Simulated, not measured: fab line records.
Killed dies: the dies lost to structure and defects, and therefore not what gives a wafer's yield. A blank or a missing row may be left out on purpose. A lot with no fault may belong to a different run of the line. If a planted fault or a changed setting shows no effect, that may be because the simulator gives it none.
Matching of chambers ; flow n5 finfet ; rie diel-04 running N5_DUMMY_GATE_ETCH_36: 4 sister chambers
The step etches SiARC in CF4, target depth 13 nm. 16 wafers are shown with their chamber, then 8 later ones without.

WAFERS, EACH WITH ITS CHAMBER
wafer;chamber;drypump motor current A (A);showerhead plenum p Torr (Torr);throttle valve pct (%)
L075.1;1;6.02;2.10;15.26
L075.2;3;6.21;2.15;15.85
L075.4;0;5.51;2.07;15.66
L076.1;0;5.50;2.07;15.66
L076.3;2;5.61;2.04;15.70
L076.5;2;5.61;2.04;15.69
L079.1;2;5.62;2.04;15.70
L079.2;1;6.01;2.09;15.28
L079.4;3;6.18;2.15;15.86
L086.3;1;6.03;2.09;15.31
L086.4;0;5.53;2.06;15.69
L086.6;0;5.50;2.06;15.68
L087.1;3;6.21;2.14;15.90
L087.2;1;6.00;2.09;15.30
L087.5;1;6.03;2.09;15.32
L093.1;0;5.55;2.06;15.73

SIGNATURES (means of the wafers above)
reading;chamber 0;chamber 1;chamber 2;chamber 3;scatter within a chamber
drypump motor current A;5.5180;6.0180;5.6133;6.2000;0.0164
showerhead plenum p Torr;2.0640;2.0920;2.0400;2.1467;0.00471
throttle valve pct;15.6840;15.2940;15.6967;15.8700;0.0243
Rule: a wafer's distance from a chamber is the root of the sum, over the readings, of the square of ((its reading less the chamber's mean) divided by the reading's scatter). The wafer belongs to the nearest chamber; if the next one is less than 2 further off, it can't be placed. The scatter is the square root of a quotient: the sum, over the shown wafers, of each reading's squared deviation from its chamber's mean, divided by wafers minus chambers.

WAFERS WHOSE CHAMBER IS MISSING
wafer;drypump motor current A (A);showerhead plenum p Torr (Torr);throttle valve pct (%)
L093.3;6.19;2.14;15.90
L093.4;6.03;2.08;15.31
L094.2;6.21;2.14;15.92
L094.3;5.97;2.08;15.32
L094.6;6.00;2.08;15.32
L095.1;6.23;2.14;15.92
L095.2;6.03;2.08;15.32
L095.3;5.54;2.06;15.72

EACH ONE'S CHAMBER
wafer;from the rows above;in truth
L093.3;3;3
L093.4;1;1
L094.2;3;3
L094.3;1;1
L094.6;1;1
L095.1;3;3
L095.2;1;1
L095.3;0;0
Correctly placed: 8 of 8. From these rows, 0 cannot be placed. Placed wrongly: 0.
